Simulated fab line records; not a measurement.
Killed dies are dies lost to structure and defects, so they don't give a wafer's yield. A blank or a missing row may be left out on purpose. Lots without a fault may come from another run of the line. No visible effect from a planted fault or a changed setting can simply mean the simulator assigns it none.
Which tool was responsible?	flow n5-finfet	24 lots with 72 wafers sampled at 6 steps, on a route of 1938 steps

== WHAT THE GAUGES READ, wafer by wafer ==
N5_BEOL_M13_THK_MEAS_01.
lot	measured	on	M13_ILD_THK (nm)
L075	day 10 23:14	film-metro-01	850 853 853
L074	day 11 03:15	film-metro-01	834 815 844
L076	day 11 09:34	film-metro-01	837 835 829
L078	day 11 12:25	film-metro-02	834 820 846
L077	day 11 15:27	film-metro-02	838 848 858
L080	day 11 21:31	film-metro-02	830 830 859
L079	day 12 00:08	film-metro-02	836 837 844
L081	day 12 00:34	film-metro-01	805 829 842
L083	day 12 18:45	film-metro-02	813 843 844
L082	day 12 20:07	film-metro-01	822 830 843
L084	day 12 20:31	film-metro-01	824 816 836
L085	day 13 00:57	film-metro-02	824 846 837
L086	day 13 05:50	film-metro-01	837 841 849
L089	day 13 23:49	film-metro-02	842 836 841
L087	day 14 03:15	film-metro-01	841 842 850
L088	day 14 13:01	film-metro-01	829 836 839
L090	day 14 20:34	film-metro-02	808 826 832
L091	day 14 21:09	film-metro-01	836 836 857
L093	day 15 06:56	film-metro-01	852 840 854
L092	day 15 09:45	film-metro-02	839 833 837
L095	day 15 14:52	film-metro-02	841 850 853
L094	day 15 17:32	film-metro-01	849 855 852
L096	day 16 02:37	film-metro-02	835 858 844
L097	day 16 20:01	film-metro-01	838 866 848

== EACH LOT AND THE TOOL THAT RAN IT (in order: tool; ch and the chambers of the sampled wafers; start) ==
lot	N5_BEOL_M12_VIA_ETCH_16	N5_BEOL_M12_ETCH_67	N5_BEOL_M12_SPUTTER_43	N5_BEOL_M12_SPUTTER_44	N5_BEOL_M13_ILD_DEP_00
L075	rie-diel-05 ch 0,2,3, day 10 18:11	rie-diel-05 ch 0,2,3, day 10 19:58	pvd-sputter-01, day 10 21:48	pvd-sputter-01, day 10 21:53	pecvd-03 ch 1,2, day 10 23:05
L074	rie-diel-01 ch 0,1,2, day 10 19:40	rie-diel-01 ch 0,1,3, day 10 20:38	pvd-sputter-03, day 11 01:43	pvd-sputter-03, day 11 01:48	pecvd-04 ch 0,1,2, day 11 03:06
L076	rie-diel-04 ch 1,3, day 11 05:44	rie-diel-05 ch 0,1,3, day 11 07:16	pvd-sputter-01, day 11 08:12	pvd-sputter-01, day 11 08:17	pecvd-03 ch 0,1,2, day 11 09:25
L078	rie-diel-01 ch 1,2,3, day 11 09:01	rie-diel-05 ch 0,2,3, day 11 09:58	pvd-sputter-02, day 11 11:04	pvd-sputter-02, day 11 11:09	pecvd-03 ch 1,2, day 11 12:16
L077	rie-diel-01 ch 0,3, day 11 12:14	rie-diel-04 ch 0,1,3, day 11 13:13	pvd-sputter-02, day 11 14:06	pvd-sputter-02, day 11 14:11	pecvd-03 ch 1,2, day 11 15:18
L080	rie-diel-01 ch 0,1,2, day 11 16:20	rie-diel-04 ch 1,2,3, day 11 17:19	pvd-sputter-01, day 11 20:01	pvd-sputter-01, day 11 20:06	pecvd-02 ch 0,1,2, day 11 21:22
L079	rie-diel-01 ch 0,3, day 11 19:06	rie-diel-05 ch 0,2,3, day 11 20:18	pvd-sputter-01, day 11 22:47	pvd-sputter-01, day 11 22:52	pecvd-03 ch 1,2, day 11 23:59
L081	rie-diel-04 ch 0,1,3, day 11 20:44	rie-diel-01 ch 0,3, day 11 21:44	pvd-sputter-02, day 11 23:12	pvd-sputter-02, day 11 23:17	pecvd-04 ch 0,1,2, day 12 00:25
L083	rie-diel-04 ch 1,3, day 12 14:31	rie-diel-05 ch 0,2,3, day 12 15:30	pvd-sputter-02, day 12 17:19	pvd-sputter-02, day 12 17:23	pecvd-03 ch 0,1,2, day 12 18:35
L082	rie-diel-05 ch 0,1,2, day 12 14:37	rie-diel-01 ch 2,3, day 12 15:32	pvd-sputter-01, day 12 18:24	pvd-sputter-01, day 12 18:29	pecvd-04 ch 0,1,2, day 12 19:58
L084	rie-diel-01 ch 0,3, day 12 16:47	rie-diel-04 ch 0,1,3, day 12 17:59	pvd-sputter-02, day 12 18:53	pvd-sputter-02, day 12 18:58	pecvd-03 ch 0,1, day 12 20:22
L085	rie-diel-05 ch 1,2, day 12 20:18	rie-diel-01 ch 0,2, day 12 21:14	pvd-sputter-02, day 12 23:26	pvd-sputter-02, day 12 23:31	pecvd-02 ch 0,2, day 13 00:44
L086	rie-diel-01 ch 2,3, day 13 00:30	rie-diel-05 ch 0,2,3, day 13 01:38	pvd-sputter-02, day 13 04:19	pvd-sputter-02, day 13 04:23	pecvd-04 ch 1,2, day 13 05:41
L089	rie-diel-01 ch 0,2,3, day 13 19:59	rie-diel-01 ch 0,1,3, day 13 20:50	pvd-sputter-02, day 13 22:14	pvd-sputter-02, day 13 22:19	pecvd-03 ch 0,1,2, day 13 23:40
L087	rie-diel-04 ch 0,1, day 13 21:15	rie-diel-04 ch 1,2, day 13 22:06	pvd-sputter-02, day 14 01:36	pvd-sputter-02, day 14 01:41	pecvd-03 ch 1,2, day 14 03:06
L088	rie-diel-01 ch 0,2,3, day 14 04:32	rie-diel-05 ch 2,3, day 14 05:23	pvd-sputter-03, day 14 11:40	pvd-sputter-03, day 14 11:45	pecvd-03 ch 0,2, day 14 12:52
L090	rie-diel-05 ch 0,3, day 14 13:56	rie-diel-01 ch 1,3, day 14 14:47	pvd-sputter-01, day 14 18:59	pvd-sputter-01, day 14 19:04	pecvd-03 ch 1,2, day 14 20:25
L091	rie-diel-04 ch 0,1,2, day 14 14:12	rie-diel-05 ch 0,3, day 14 15:04	pvd-sputter-03, day 14 19:28	pvd-sputter-03, day 14 19:33	pecvd-03 ch 0,1, day 14 21:00
L093	rie-diel-05 ch 0,2, day 15 01:37	rie-diel-05 ch 0,1,3, day 15 02:35	pvd-sputter-03, day 15 05:20	pvd-sputter-03, day 15 05:25	pecvd-04 ch 0,1, day 15 06:47
L092	rie-diel-04 ch 0,2,3, day 15 04:34	rie-diel-05 ch 0,1,3, day 15 05:29	pvd-sputter-03, day 15 08:24	pvd-sputter-03, day 15 08:29	pecvd-02 ch 0,2, day 15 09:36
L095	rie-diel-05 ch 0,1,3, day 15 10:49	rie-diel-01 ch 2,3, day 15 11:52	pvd-sputter-02, day 15 13:29	pvd-sputter-02, day 15 13:34	pecvd-04 ch 1,2, day 15 14:43
L094	rie-diel-01 ch 0,2, day 15 14:07	rie-diel-04 ch 1,2, day 15 15:14	pvd-sputter-03, day 15 16:10	pvd-sputter-03, day 15 16:14	pecvd-04 ch 1,2, day 15 17:23
L096	rie-diel-01 ch 0,2,3, day 15 21:11	rie-diel-04 ch 0,3, day 15 22:02	pvd-sputter-03, day 15 23:31	pvd-sputter-03, day 15 23:36	pecvd-02 ch 0,1,2, day 16 02:32
L097	rie-diel-05 ch 0,3, day 16 13:14	rie-diel-05 ch 0,1, day 16 14:13	pvd-sputter-03, day 16 18:30	pvd-sputter-03, day 16 18:35	pecvd-02 ch 1,2, day 16 19:52
- N5_BEOL_M12_VIA_ETCH_16: etches SiOC in C4F8/O2/Ar, target depth 724.8 nm.
- N5_BEOL_M12_ETCH_67: etches SiARC in CF4, target depth 143 nm, time 238.3 s.
- N5_BEOL_M12_SPUTTER_43: material TaN, target thk 15 nm, time 24.19 s.
- N5_BEOL_M12_SPUTTER_44: material Ta, target thk 10 nm, time 16.13 s.
- N5_BEOL_M13_ILD_DEP_00: deposits SiOC from DEMS/O2, target thk 837.92 nm, time 166.4 s.

== AS READ BY THE TOOLS THEMSELVES (means over the sampled wafers that have a number; for cases with no such wafer, the mark the record gives instead) ==
N5_BEOL_M12_VIA_ETCH_16.
lot	tool	drypump-motor-current-A (A)	he-inner-torr (Torr)	oes-product-au (a.u.)	rf-vpp-V (V)	showerhead-plenum-p-Torr (Torr)	throttle-valve-pct (%)
L075	rie-diel-05	5.6	15.014	0.74	662.9	3.36	24.41
L074	rie-diel-01	5.8	15.015	0.65	665.2	3.47	24.60
L076	rie-diel-04	5.8	15.037	0.80	664.5	3.39	24.12
L078	rie-diel-01	5.7	15.015	0.66	666.4	3.48	24.67
L077	rie-diel-01	6.1	15.007	0.70	666.2	3.47	24.53
L080	rie-diel-01	5.8	15.004	0.65	666.6	3.47	24.60
L079	rie-diel-01	6.2	15.013	0.69	665.4	3.46	24.48
L081	rie-diel-04	5.8	15.021	0.75	663.2	3.36	24.14
L083	rie-diel-04	5.8	15.017	0.77	664.1	3.38	24.15
L082	rie-diel-05	5.9	14.983	0.70	662.7	3.33	24.39
L084	rie-diel-01	6.1	14.993	0.69	666.2	3.46	24.55
L085	rie-diel-05	6.4	15.000	0.66	664.4	3.33	24.48
L086	rie-diel-01	5.8	15.035	0.69	667.0	3.51	24.60
L089	rie-diel-01	5.9	14.965	0.66	665.8	3.49	24.54
L087	rie-diel-04	5.8	14.978	0.69	663.5	3.33	24.19
L088	rie-diel-01	5.9	15.001	0.67	665.7	3.49	24.56
L090	rie-diel-05	5.0	14.976	0.76	662.8	3.35	24.35
L091	rie-diel-04	5.6	14.995	0.72	663.0	3.36	24.18
L093	rie-diel-05	6.2	15.008	0.64	662.8	3.34	24.55
L092	rie-diel-04	5.8	15.013	0.73	663.2	3.30	24.04
L095	rie-diel-05	5.3	14.971	0.73	661.9	3.33	24.34
L094	rie-diel-01	5.6	14.983	0.64	667.0	3.52	24.55
L096	rie-diel-01	5.9	15.023	0.65	665.6	3.48	24.58
L097	rie-diel-05	5.0	14.993	0.74	662.5	3.34	24.38

N5_BEOL_M12_ETCH_67.
lot	tool	cf4-flow-sccm (sccm)	drypump-motor-current-A (A)	etch-rf-on-time-s (s)	oes-product-au (a.u.)	rf-vpp-V (V)	showerhead-plenum-p-Torr (Torr)	throttle-valve-pct (%)
L075	rie-diel-05	99.96	5.6	242	0.69	183.4	2.11	15.72
L074	rie-diel-01	100.17	6.0	243	0.63	183.3	2.14	15.93
L076	rie-diel-05	99.84	5.3	238	0.72	183.5	2.10	15.55
L078	rie-diel-05	99.79	5.6	244	0.68	183.8	2.11	15.73
L077	rie-diel-04	100.00	5.8	236	0.70	183.6	2.11	15.53
L080	rie-diel-04	99.95	5.6	237	0.74	184.3	2.12	15.45
L079	rie-diel-05	100.07	5.6	245	0.67	183.8	2.10	15.74
L081	rie-diel-01	100.15	6.2	238	0.65	184.0	2.17	15.83
L083	rie-diel-05	100.04	5.6	243	0.67	184.0	2.10	15.75
L082	rie-diel-01	99.78	5.7	239	0.64	184.0	2.19	15.83
L084	rie-diel-04	100.16	5.8	238	0.69	183.8	2.10	15.56
L085	rie-diel-01	100.08	6.0	242	0.63	184.6	2.18	15.82
L086	rie-diel-05	100.08	5.6	247	0.66	183.5	2.10	15.75
L089	rie-diel-01	100.10	6.0	238	0.70	183.5	2.14	15.81
L087	rie-diel-04	100.11	5.4	238	0.70	184.3	2.13	15.59
L088	rie-diel-05	100.13	5.6	249	0.67	184.1	2.11	15.80
L090	rie-diel-01	100.28	5.9	239	0.70	184.3	2.13	15.83
L091	rie-diel-05	99.74	5.1	235	0.70	183.4	2.10	15.61
L093	rie-diel-05	100.26	5.3	240	0.69	183.0	2.08	15.62
L092	rie-diel-05	100.14	5.3	240	0.68	183.2	2.08	15.61
L095	rie-diel-01	99.75	5.5	244	0.62	184.5	2.19	15.84
L094	rie-diel-04	99.88	5.3	238	0.70	183.2	2.10	15.50
L096	rie-diel-04	99.54	5.9	244	0.65	183.3	2.06	15.58
L097	rie-diel-05	100.14	5.6	238	0.67	183.6	2.07	15.63

N5_BEOL_M12_SPUTTER_43.
lot	tool	throttle-valve-pct (%)
L075	pvd-sputter-01	29.5
L074	pvd-sputter-03	29.3
L076	pvd-sputter-01	29.1
L078	pvd-sputter-02	29.6
L077	pvd-sputter-02	29.6
L080	pvd-sputter-01	30.0
L079	pvd-sputter-01	30.3
L081	pvd-sputter-02	30.0
L083	pvd-sputter-02	29.5
L082	pvd-sputter-01	30.1
L084	pvd-sputter-02	28.9
L085	pvd-sputter-02	29.7
L086	pvd-sputter-02	29.0
L089	pvd-sputter-02	30.1
L087	pvd-sputter-02	29.6
L088	pvd-sputter-03	29.4
L090	pvd-sputter-01	29.2
L091	pvd-sputter-03	29.9
L093	pvd-sputter-03	29.7
L092	pvd-sputter-03	29.3
L095	pvd-sputter-02	28.8
L094	pvd-sputter-03	29.3
L096	pvd-sputter-03	30.4
L097	pvd-sputter-03	29.2

N5_BEOL_M12_SPUTTER_44.
lot	tool	throttle-valve-pct (%)
L075	pvd-sputter-01	29.3
L074	pvd-sputter-03	29.3
L076	pvd-sputter-01	28.9
L078	pvd-sputter-02	29.6
L077	pvd-sputter-02	29.5
L080	pvd-sputter-01	29.9
L079	pvd-sputter-01	30.4
L081	pvd-sputter-02	30.0
L083	pvd-sputter-02	29.5
L082	pvd-sputter-01	30.0
L084	pvd-sputter-02	28.9
L085	pvd-sputter-02	29.6
L086	pvd-sputter-02	28.9
L089	pvd-sputter-02	30.2
L087	pvd-sputter-02	29.7
L088	pvd-sputter-03	29.3
L090	pvd-sputter-01	29.1
L091	pvd-sputter-03	29.8
L093	pvd-sputter-03	29.9
L092	pvd-sputter-03	29.3
L095	pvd-sputter-02	28.8
L094	pvd-sputter-03	29.4
L096	pvd-sputter-03	30.5
L097	pvd-sputter-03	29.2

N5_BEOL_M13_ILD_DEP_00.
lot	tool	heater-power-w (W)	showerhead-plenum-p-Torr (Torr)	throttle-valve-pct (%)
L075	pecvd-03	490	5.679	12.1
L074	pecvd-04	466	5.681	12.1
L076	pecvd-03	438	5.690	12.2
L078	pecvd-03	426	5.688	12.0
L077	pecvd-03	414	5.691	11.8
L080	pecvd-02	529	5.690	11.8
L079	pecvd-03	461	5.681	12.0
L081	pecvd-04	446	5.699	12.0
L083	pecvd-03	431	5.691	12.4
L082	pecvd-04	481	5.690	12.4
L084	pecvd-03	482	5.687	12.2
L085	pecvd-02	500	5.679	11.6
L086	pecvd-04	471	5.698	12.4
L089	pecvd-03	396	5.685	12.3
L087	pecvd-03	411	5.680	11.9
L088	pecvd-03	393	5.700	12.3
L090	pecvd-03	437	5.691	12.2
L091	pecvd-03	466	5.684	12.5
L093	pecvd-04	478	5.694	12.1
L092	pecvd-02	498	5.689	11.6
L095	pecvd-04	538	5.691	12.2
L094	pecvd-04	530	5.687	12.1
L096	pecvd-02	498	5.690	12.0
L097	pecvd-02	494	5.683	11.5

== THE ANSWER, worked out from the rows above alone ==
Rule: usual is defined by the lots themselves. Put in order of their means at a reading, lots are off if they are a third of the lots or fewer, leave a main group of 4 or more, and stand apart from it by a gap of 3 or more times the standard deviation of the main group's means; of several such gaps the widest counts. The tables above print the reading to a certain number of digits; a main group whose means all agree to those digits is not used. A lot without any number at a reading at which 4 lots or more have one is off too. The other lots that the step has rows for count as sound. The gauges are gone through in route order, then the tools' own readings, and for those a lot's mean is taken as printed above. At the first step where some lot is off, the reading lying furthest off is the one used; lots without a number count as furthest.
None of the lots is off at any reading shown; this tells nothing.

== WHAT THE SIMULATOR HAD INSERTED ==
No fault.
